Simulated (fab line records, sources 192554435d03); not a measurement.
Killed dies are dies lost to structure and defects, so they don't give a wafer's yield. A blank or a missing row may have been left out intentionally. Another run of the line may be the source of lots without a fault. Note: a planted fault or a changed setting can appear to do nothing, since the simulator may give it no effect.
The tool behind it: which one?    flow n5-finfet    9 lots with 27 wafers sampled at 5 steps, on a route of 1938 steps

## WHAT THE GAUGES READ, wafer by wafer
N5_HKMG_FIN_INSPECT_14: inspects for defects (macro). Usual: raw-defect-count 2.2, standard deviation 1.4.
lot   measured     on                 raw-defect-count  flag
L170  day 4 04:47  defect-inspect-02  2 4 3             
L175  day 5 12:16  defect-inspect-01  0 0 1             
L176  day 5 19:31  defect-inspect-01  2 2 2             
L178  day 6 03:52  defect-inspect-02  1 1 4             
L183  day 7 10:15  defect-inspect-02  4 1 1             
L185  day 7 23:08  defect-inspect-01  1 3 0             
L188  day 8 15:39  defect-inspect-01  3 3 2             
L190  day 9 04:01  defect-inspect-02  4 0 4             
L192  day 9 18:35  defect-inspect-01  2 1 2             

N5_BEOL_M4_RC_MEAS_101. Usual: DIBL_N 35.9 mV/V, standard deviation 1.9; DIBL_P 35.8 mV/V, standard deviation 2.4; IOFF_N 0.15 nA/um, standard deviation 0.031; IOFF_P 0.21 nA/um, standard deviation 0.037; ION_N 672 uA/um, standard deviation 13; ION_P 462 uA/um, standard deviation 8.3; SS_N 71.5 mV/dec, standard deviation 0.72; SS_P 73.2 mV/dec, standard deviation 0.67; VT_N 250 mV, standard deviation 3.4; VT_P -250 mV, standard deviation 3.4.
lot   measured      on         DIBL_N (mV/V)   DIBL_P (mV/V)   IOFF_N (nA/um)  IOFF_P (nA/um)  ION_N (uA/um)  ION_P (uA/um)  SS_N (mV/dec)   SS_P (mV/dec)   VT_N (mV)    VT_P (mV)       flag
L170  day 7 22:57   prober-02  37.0 36.5 36.5  37.6 35.3 36.1  0.15 0.13 0.13  0.22 0.18 0.19  676 657 660    466 450 457    71.2 71.2 71.4  73.8 73.2 72.7  250 253 252  -250 -253 -251  
L175  day 9 11:07   prober-01  35.0 32.6 31.7  36.6 33.3 31.5  0.16 0.12 0.10  0.20 0.16 0.14  679 660 651    461 455 448    71.9 71.3 71.0  73.5 72.5 72.5  250 253 256  -252 -255 -254  
L176  day 9 12:15   prober-02  35.1 37.4 38.2  36.0 37.4 37.8  0.15 0.18 0.18  0.20 0.23 0.24  675 683 668    460 466 467    71.0 71.9 73.1  73.3 74.1 73.8  249 248 248  -250 -251 -249  
L178  day 9 13:34   prober-02  36.2 39.5 36.9  38.6 41.0 38.6  0.18 0.23 0.18  0.23 0.26 0.21  695 689 679    470 451 456    72.5 73.2 72.7  73.3 75.1 74.0  245 245 248  -250 -253 -254  
L183  day 11 05:10  prober-01  36.8 35.0 34.6  38.0 35.3 36.1  0.17 0.14 0.14  0.24 0.20 0.21  676 655 679    465 459 470    71.6 71.8 71.0  73.1 73.2 73.0  249 253 249  -245 -247 -246  
L185  day 11 16:10  prober-01  38.7 38.1 36.4  40.9 38.9 37.9  0.24 0.21 0.17  0.30 0.25 0.22  691 670 684    472 463 469    72.6 72.7 71.6  73.3 72.8 74.0  244 247 251  -245 -244 -247  
L188  day 12 23:16  prober-01  35.1 38.3 37.1  33.9 38.0 36.6  0.13 0.18 0.16  0.17 0.23 0.20  674 693 674    463 480 455    71.7 71.4 72.0  72.8 73.7 73.1  254 250 251  -256 -249 -253  
L190  day 13 07:49  prober-01  37.3 35.4 35.8  37.4 36.2 35.8  0.19 0.16 0.17  0.26 0.23 0.23  682 676 688    470 472 471    71.5 70.8 70.9  73.0 73.6 72.9  244 247 247  -246 -248 -248  
L192  day 13 22:01  prober-01  38.1 37.9 35.8  39.6 38.2 37.0  0.19 0.18 0.15  0.26 0.23 0.20  677 696 674    462 474 464    72.5 72.1 71.2  74.5 74.2 74.0  246 249 251  -246 -248 -251  

## TOOL THAT RAN EACH LOT (tool first, then ch and the chambers of the sampled wafers, then the start)
lot   N5_HKMG_FIN_STRIP_60                 N5_HKMG_FIN_ETCH_32                N5_HKMG_FIN_STRIP_92
L170  plasma-asher-02 ch 0,1, day 4 02:20  rie-diel-06 ch 0,1,3, day 4 04:55  rie-diel-06 ch 0,1,3, day 4 05:16
L175  plasma-asher-02 ch 0,1, day 5 09:38  rie-diel-05 ch 1,2,3, day 5 12:24  rie-diel-05 ch 1,2,3, day 5 12:46
L176  plasma-asher-02 ch 0,1, day 5 17:13  rie-diel-05 ch 2,3, day 5 19:38    rie-diel-05 ch 2,3, day 5 20:00
L178  plasma-asher-01 ch 0,1, day 6 01:26  rie-diel-05 ch 0,3, day 6 03:59    rie-diel-05 ch 0,3, day 6 04:21
L183  plasma-asher-02 ch 0,1, day 7 08:00  rie-diel-05 ch 2,3, day 7 10:23    rie-diel-05 ch 2,3, day 7 10:44
L185  plasma-asher-01 ch 0,1, day 7 20:40  rie-diel-05 ch 0,2,3, day 7 23:16  rie-diel-05 ch 0,2,3, day 7 23:37
L188  plasma-asher-02 ch 0,1, day 8 13:19  rie-diel-05 ch 0,1, day 8 15:46    rie-diel-05 ch 0,1, day 8 16:08
L190  plasma-asher-01 ch 0,1, day 9 01:33  rie-diel-04 ch 1,2, day 9 04:22    rie-diel-04 ch 1,2, day 9 04:55
L192  plasma-asher-02 ch 0,1, day 9 16:08  rie-diel-06 ch 1,2,3, day 9 18:43  rie-diel-06 ch 1,2,3, day 9 19:04
- N5_HKMG_FIN_STRIP_60: strips in N2/H2, time 360 s.
- N5_HKMG_FIN_ETCH_32: etches SOC in N2/H2, target depth 240 nm, time 300 s.
- N5_HKMG_FIN_STRIP_92: strips SOC in N2/H2, time 20 s.

## WHAT THE TOOLS THEMSELVES READ (means of the sampled wafers that have a number; where no wafer has one, the mark that the record gives instead)
N5_HKMG_FIN_STRIP_60. Usual: drypump-motor-current-A 5.5 A, standard deviation 0.56; heater-power-w 485 W, standard deviation 78; n2-flow-sccm 1750 sccm, standard deviation 5.6.
lot   tool             drypump-motor-current-A (A)  heater-power-w (W)  n2-flow-sccm (sccm)  flag
L170  plasma-asher-02  5.4                          512                 1749                 
L175  plasma-asher-02  5.2                          551                 1746                 
L176  plasma-asher-02  5.2                          554                 1759                 
L178  plasma-asher-01  5.6                          436                 1744                 
L183  plasma-asher-02  5.2                          554                 1745                 
L185  plasma-asher-01  6.0                          414                 1745                 
L188  plasma-asher-02  5.4                          511                 1743                 
L190  plasma-asher-01  5.6                          436                 1751                 
L192  plasma-asher-02  5.2                          557                 1749                 

N5_HKMG_FIN_ETCH_32. Usual: bias-w 150.0 W, standard deviation 0.43; drypump-motor-current-A 5.8 A, standard deviation 0.48; n2-flow-sccm 200.0 sccm, standard deviation 0.61; oes-product-au 0.78 a.u., standard deviation 0.068; rf-fwd-power-W 838.1 W, standard deviation 2.5; rf-vpp-V 523.1 V, standard deviation 2.6; showerhead-plenum-p-Torr 2.51 Torr, standard deviation 0.084; throttle-valve-pct 17.92 %, standard deviation 0.23.
lot   tool         bias-w (W)  drypump-motor-current-A (A)  n2-flow-sccm (sccm)  oes-product-au (a.u.)  rf-fwd-power-W (W)  rf-vpp-V (V)  showerhead-plenum-p-Torr (Torr)  throttle-valve-pct (%)  flag
L170  rie-diel-06  150.0       5.7                          199.7                0.72                   838.8               521.5         2.46                             18.01                   
L175  rie-diel-05  149.7       6.0                          199.4                0.80                   837.4               522.8         2.50                             17.79                   
L176  rie-diel-05  150.3       5.8                          199.9                0.81                   839.8               524.1         2.54                             17.67                   
L178  rie-diel-05  149.8       5.7                          200.4                0.77                   839.2               523.2         2.53                             18.04                   
L183  rie-diel-05  149.9       6.1                          199.7                0.80                   837.2               524.0         2.55                             17.74                   
L185  rie-diel-05  150.2       5.9                          200.0                0.80                   907.9               512.3         2.54                             17.90                   OFF
L188  rie-diel-05  150.2       6.0                          199.6                0.77                   906.5               509.0         2.45                             18.16                   OFF
L190  rie-diel-04  150.2       5.2                          199.4                0.75                   834.8               525.9         2.61                             17.94                   
L192  rie-diel-06  150.1       5.4                          200.0                0.84                   839.7               522.1         2.46                             17.71                   

N5_HKMG_FIN_STRIP_92. Usual: drypump-motor-current-A 5.8 A, standard deviation 0.47; n2-flow-sccm 300.0 sccm, standard deviation 0.84; oes-product-au 0.78 a.u., standard deviation 0.068; rf-vpp-V 54.3 V, standard deviation 0.88; showerhead-plenum-p-Torr 3.32 Torr, standard deviation 0.11; throttle-valve-pct 19.0 %, standard deviation 0.41.
lot   tool         drypump-motor-current-A (A)  n2-flow-sccm (sccm)  oes-product-au (a.u.)  rf-vpp-V (V)  showerhead-plenum-p-Torr (Torr)  throttle-valve-pct (%)  flag
L170  rie-diel-06  5.7                          299.4                0.71                   53.6          3.25                             19.3                    
L175  rie-diel-05  6.0                          300.1                0.80                   54.5          3.31                             18.8                    
L176  rie-diel-05  5.8                          299.5                0.80                   53.1          3.35                             18.6                    
L178  rie-diel-05  5.6                          301.0                0.76                   54.2          3.34                             19.2                    
L183  rie-diel-05  6.2                          299.8                0.79                   54.3          3.36                             18.8                    
L185  rie-diel-05  5.9                          300.1                0.76                   55.1          3.35                             19.0                    
L188  rie-diel-05  6.1                          299.5                0.74                   54.8          3.24                             19.2                    
L190  rie-diel-04  5.2                          300.0                0.75                   55.0          3.44                             19.1                    
L192  rie-diel-06  5.4                          299.7                0.84                   54.9          3.25                             18.8                    

## THE ANSWER, worked out from the rows above alone
Rule: a lot is off if the mean of its wafers that have a number lies more than 3 standard deviations from the usual mean. A lot without any number at a reading at which 4 lots or more have one is off too. Any other lot the step has rows for is counted as sound. Order of review: gauges by route order, followed by the tools' own readings, for which a lot's mean as printed above is used. At the first step where some lot is off, the reading lying furthest off is the one used; lots without a number count as furthest.
Off, at N5_HKMG_FIN_ETCH_32 on rf-fwd-power-W: L185, L188.
If a tool, at that step or one of the process steps before it, ran each lot that is off and ran no sound lot following the first of them, it fits. One fits: N5_HKMG_FIN_ETCH_32 on rie-diel-05. A fault onset in the window from L183 (day 7 10:23, its last sound lot) to L185 (day 7 23:16, its first lot off) fits.
The tool's own readings at N5_HKMG_FIN_ETCH_32 bear it out: on the lots that are off they differ by more than 5 times the standard deviation of the sound lots' means. rf-fwd-power-W reads 907.2 W there against 838.1 W on the sound lots; rf-vpp-V reads 510.6 V there against 523.4 V on the sound lots.

## WHAT HAD BEEN PUT IN BY THE SIMULATOR
rie-diel-05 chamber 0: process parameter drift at N5_HKMG_FIN_ETCH_32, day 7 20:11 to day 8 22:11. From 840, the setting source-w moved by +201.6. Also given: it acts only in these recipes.
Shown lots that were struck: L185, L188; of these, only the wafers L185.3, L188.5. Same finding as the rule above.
